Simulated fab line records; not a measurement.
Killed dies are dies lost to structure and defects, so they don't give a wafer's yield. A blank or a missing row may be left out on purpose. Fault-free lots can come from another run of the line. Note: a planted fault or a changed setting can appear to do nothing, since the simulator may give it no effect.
Lot-split experiment -- flow n5Finfet -- 21 wafers read across 7 lots, on a route 1938 steps long

== THE SPLIT ITSELF ==
At N5_DUMMY_GATE_DESCUM_20 (chemistry O2, time 6.2 s), the setting timeS was moved away from the recipe's 6.2 s on 7 of the 21 wafers read, by -17.4% to +20.1%. For the rest of the wafers, this setting stayed at what the recipe calls for.

The reading is taken at the split's own step.

== THE READING ==
CAR-EUV_of_DUMMY_GATE_COAT_09.thkNm (the simulator's own value, which no gauge read), in nm, at N5_DUMMY_GATE_DESCUM_20 (chemistry O2, time 6.2 s). The file does not state a usual value for it. Here, 14 wafers ran the recipe; their average is 26.4 nm with a standard deviation of 0.1 nm.

wafer,"tool, chamber at the split","timeS as run, s",against the recipe,"CAR-EUV_of_DUMMY_GATE_COAT_09.thkNm, nm",against lot-mates on the recipe
L075.1,"rieDiel-02, 0,1,1",6.2,recipe,26.6,-
L075.2,"rieDiel-02, 0,1,1",6.2,recipe,26.6,-
L075.6,"rieDiel-02, 0,1,1",6.2,recipe,26.6,-
L078.1,"rieDiel-04, 0,1",6.2,recipe,26.4,-
L078.5,"rieDiel-04, 0,1",6.2,recipe,26.4,-
L078.3,"rieDiel-04, 3",6.82,+10.0%,26,-0.4
L079.1,"rieDiel-02, 3",7.156,+15.4%,25.8,-0.6
L079.3,"rieDiel-02, 2,1",6.2,recipe,26.4,-
L079.6,"rieDiel-02, 2,1",6.2,recipe,26.4,-
L081.4,"rieDiel-04, 1",6.2,recipe,26.2,-
L081.5,"rieDiel-04, 3,2",5.12,-17.4%,26.8,+0.6
L081.6,"rieDiel-04, 3,2",5.12,-17.4%,26.8,+0.6
L086.2,"rieDiel-02, 2",5.744,-7.4%,26.8,+0.4
L086.3,"rieDiel-02, 1",6.2,recipe,26.4,-
L086.4,"rieDiel-02, 3",5.744,-7.4%,26.6,+0.2
L089.2,"rieDiel-02, 0",7.444,+20.1%,25.8,-0.6
L089.3,"rieDiel-02, 3",6.2,recipe,26.4,-
L089.6,"rieDiel-02, 3",6.2,recipe,26.4,-
L090.1,"rieDiel-02, 3,1,1",6.2,recipe,26.4,-
L090.4,"rieDiel-02, 3,1,1",6.2,recipe,26.4,-
L090.5,"rieDiel-02, 3,1,1",6.2,recipe,26.4,-
If several chambers appear in one row, that row covers several wafers at once and the file leaves open which wafer was in which chamber.

THE FIT
A straight line over all 21 wafers: CAR-EUV_of_DUMMY_GATE_COAT_09.thkNm changes by -0.03 nm for each +1% of timeS; r = -0.92; the points scatter about the line by 0.11 nm.
The same after taking each lot's own level away (the mean of its wafers on the recipe; 21 wafers): -0.0348 nm for each +1%; r = -0.99; scatter 0.046 nm.
That fit puts the effect of the largest move of timeS on the reading at 0.7 nm.
Across the lots, their own levels run from 26.20 to 26.60 nm, a range of 3.9 times the standard deviation given above.
Thus the slope moves with the lot-to-lot level: the two fits are different.
Check: for one of the wafers moved furthest among these (+20.1%), held out of the fit, the line's prediction against its lot-mates is -0.741 nm. Against them it came out at -0.6 nm.

== THESE WAFERS: OTHER SPLITS ==
Note: prior to the reading, these wafers also went through further splits. Each is held against what the fit with the lots' levels taken away leaves over:
other split on the same wafers,wafers away from the commonest value,r with CAR-EUV_of_DUMMY_GATE_COAT_09.thkNm (lot level and that fit taken away)
N5_ZERO_LAYER_PECVD_02 timeS,6,-0.10
N5_ZERO_LAYER_EXPOSE_08 doseMj,7,+0.12
N5_WELL_APT_EXPOSE_22 doseMj,6,+0.00
N5_WELL_APT_PEB_23 pebTimeS,11,-0.11
N5_FIN_SAQP_SPACER1_ALD_24 tempC,6,-0.51
N5_FIN_SAQP_FIN_ETCH_36 icpW,6,+0.05
N5_FIN_CUT_COAT_19 spinRpm,5,+0.17

== THE FILE'S OWN FIT ==
CAR-EUV_of_DUMMY_GATE_COAT_09.thkNm changes by -0.0346 nm for each +1% of timeS, r = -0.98.
